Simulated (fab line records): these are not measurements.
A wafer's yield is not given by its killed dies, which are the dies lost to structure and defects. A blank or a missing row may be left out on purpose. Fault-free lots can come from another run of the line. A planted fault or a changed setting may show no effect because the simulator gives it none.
Split-lot study    flow n5 finfet    7 lots, 39 wafers read, on a route of 1938 steps

ABOUT THE SPLIT
At N5_SD_EPI_P_EPI_21 (deposits SiGe:B, time 355 s), the setting time s was moved away from the recipe's 355 s on 15 of the 39 wafers read, by -9.5% to +19.5%. All remaining wafers had this setting at the recipe value.

Reading taken at the split's own step.

THE READING
SiGe-B_of_SD_EPI_P_EPI_21.thk nm (the simulator's own value, which no gauge read), in nm, at N5_SD_EPI_P_EPI_21 (deposits SiGe:B, time 355 s). There is no usual value for it anywhere in the file. Across the 24 wafers here that went through the recipe, the average is 60.7 nm and the standard deviation 0.8 nm.

wafer   tool, chamber at the split  time s as run, s  against the recipe  SiGe-B_of_SD_EPI_P_EPI_21.thk nm, nm  against lot-mates on the recipe
L076.1  epi rpcvd-04, 0             355               recipe              60.6                                  -
L076.2  epi rpcvd-04, 0             355               recipe              60.8                                  -
L076.3  epi rpcvd-04, 0             355               recipe              61.6                                  -
L082.1  epi rpcvd-04, 0             408.3             +15.0%              66                                    +5.8
L082.2  epi rpcvd-04, 0             408.3             +15.0%              66.6                                  +6.4
L082.3  epi rpcvd-04, 0             408.3             +15.0%              66.6                                  +6.4
L082.4  epi rpcvd-04, 0             355               recipe              60.4                                  -
L082.5  epi rpcvd-04, 0             355               recipe              60.6                                  -
L082.6  epi rpcvd-04, 0             355               recipe              59.6                                  -
L083.1  epi rpcvd-04, 0             395.7             +11.5%              64.2                                  +4.7
L083.2  epi rpcvd-04, 0             355               recipe              59.6                                  -
L083.3  epi rpcvd-04, 0             355               recipe              59.4                                  -
L083.4  epi rpcvd-04, 0             355               recipe              59.4                                  -
L083.5  epi rpcvd-04, 0             395.7             +11.5%              64.8                                  +5.3
L083.6  epi rpcvd-04, 0             395.7             +11.5%              64.4                                  +4.9
L086.1  epi rpcvd-02, 0             355               recipe              59.6                                  -
L086.2  epi rpcvd-02, 0             321.1             -9.5%               55.2                                  -4.7
L086.3  epi rpcvd-02, 0             321.1             -9.5%               56.2                                  -3.7
L086.4  epi rpcvd-02, 0             355               recipe              60.2                                  -
L086.5  epi rpcvd-02, 0             355               recipe              60                                    -
L086.6  epi rpcvd-02, 0             321.1             -9.5%               56                                    -3.9
L087.1  epi rpcvd-04, 0             424.2             +19.5%              69.6                                  +7.8
L087.2  epi rpcvd-04, 0             355               recipe              62                                    -
L087.3  epi rpcvd-04, 0             424.2             +19.5%              70.4                                  +8.6
L087.4  epi rpcvd-04, 0             424.2             +19.5%              69                                    +7.2
L087.5  epi rpcvd-04, 0             355               recipe              61.6                                  -
L087.6  epi rpcvd-04, 0             355               recipe              61.8                                  -
L088.1  epi rpcvd-02, 0             355               recipe              61.4                                  -
L088.2  epi rpcvd-02, 0             355               recipe              61.4                                  -
L088.5  epi rpcvd-02, 0             355               recipe              61.4                                  -
L088.3  epi rpcvd-02, 0             355               recipe              61.6                                  -
L088.4  epi rpcvd-02, 0             355               recipe              61.2                                  -
L088.6  epi rpcvd-02, 0             355               recipe              61.2                                  -
L096.1  epi rpcvd-04, 0             405.2             +14.1%              67                                    +6.3
L096.2  epi rpcvd-04, 0             355               recipe              60.4                                  -
L096.3  epi rpcvd-04, 0             355               recipe              61.2                                  -
L096.4  epi rpcvd-04, 0             355               recipe              60.6                                  -
L096.5  epi rpcvd-04, 0             405.2             +14.1%              67.6                                  +6.9
L096.6  epi rpcvd-04, 0             405.2             +14.1%              66.8                                  +6.1

FIT RESULTS
A straight line over all 39 wafers: SiGe-B_of_SD_EPI_P_EPI_21.thk nm changes by +0.436 nm for each +1% of time s; r = +0.97; the points scatter about the line by 0.84 nm.
The same after taking each lot's own level away (the mean of its wafers on the recipe; 39 wafers): +0.422 nm for each +1%; r = +0.99; scatter 0.38 nm.
On that fit, the largest move of time s shifts the reading by 8.2 nm.
The span of the lots' own levels, 59.47 to 61.80 nm, comes to 2.9 times the standard deviation stated above.
So the lot-to-lot level changes the slope little: the two slopes agree.
Check: for one of the wafers moved furthest among these (+19.5%), held out of the fit, the line's prediction against its lot-mates is +8.28 nm. It came out at +7.8 nm against them.

THESE WAFERS: OTHER SPLITS
Other splits were also applied to these wafers ahead of the reading. Each is held against what the fit with the lots' levels taken away leaves over:
other split on the same wafers  wafers away from the commonest value  r with SiGe-B_of_SD_EPI_P_EPI_21.thk nm (lot level and that fit taken away)
N5_DUMMY_GATE_ETCH_32 time s    12                                    -0.05

THE WHOLE CHAIN: every reading that the file lists as answering this split, in the file's order
step                     what it does                 reading                                                                            change (the file's fit)                r (the file's)
N5_SD_EPI_P_EPI_21       deposits SiGe:B, time 355 s  SiGe-B_of_SD_EPI_P_EPI_21.thk nm (the simulator's own value, which no gauge read)  +0.422 nm for each +1% of the setting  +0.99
N5_SD_EPI_P_EPI_MEAS_23                               thk nm                                                                             withheld for each +1% of the setting   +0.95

FILE'S OWN FIT
SiGe-B_of_SD_EPI_P_EPI_21.thk nm changes by +0.422 nm for each +1% of time s, r = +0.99.
